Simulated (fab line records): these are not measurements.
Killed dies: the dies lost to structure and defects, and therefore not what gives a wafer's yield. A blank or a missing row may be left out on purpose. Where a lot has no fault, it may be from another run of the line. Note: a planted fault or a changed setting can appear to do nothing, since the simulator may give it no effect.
2 desks, one fault ; flow n5_finfet ; only its own numbers are on each desk; what lay behind them is given at the end

## FOR THE TOOL OWNER'S DESK: pvd_sputter-03
The tool's own readings at N5_BEOL_M13_SPUTTER_43 (material TaN, target thk 15 nm, time 24.19 s): means of the sampled wafers that have a number, for each lot that ran on this tool. Marked OUT: a lot whose mean sits more than 4 standard deviations from the usual mean, which makes it out of limits; the brackets give that distance.
Columns: A = throttle_valve_pct at N5_BEOL_M13_SPUTTER_43, usual 30.1 %
lot;first seen here;A
L555;day 11 21:09;30.2
L572;day 16 15:26;30.9
This desk's finding: nothing out of limits on any of the 2 lots.

## METROLOGY DESK
What the gauges read for every lot (on any tool): the sampled wafers with a number, averaged. Marked OUT: a lot whose mean sits more than 4 standard deviations from the usual mean, which makes it out of limits; the brackets give that distance.
Columns: A = trench_depth_nm at N5_BEOL_M13_OCD_MEAS_35, usual 413 nm; B = M13_THK at N5_BEOL_M13_THK_MEAS_50, usual 415 nm
lot;first seen here;A;B
L555;day 11 20:10;412;420
L556;day 12 02:29;409;411
L559;day 12 21:52;415;420
L572;day 16 15:01;412;402
L574;day 17 05:57;404;412
This desk's finding: nothing out of limits on any of the 5 lots.

## TAKEN TOGETHER
The desk of the tool owner found nothing out of limits.
Nothing out of limits was seen by the metrology desk.

## WHAT THE SIMULATOR HAD PUT IN
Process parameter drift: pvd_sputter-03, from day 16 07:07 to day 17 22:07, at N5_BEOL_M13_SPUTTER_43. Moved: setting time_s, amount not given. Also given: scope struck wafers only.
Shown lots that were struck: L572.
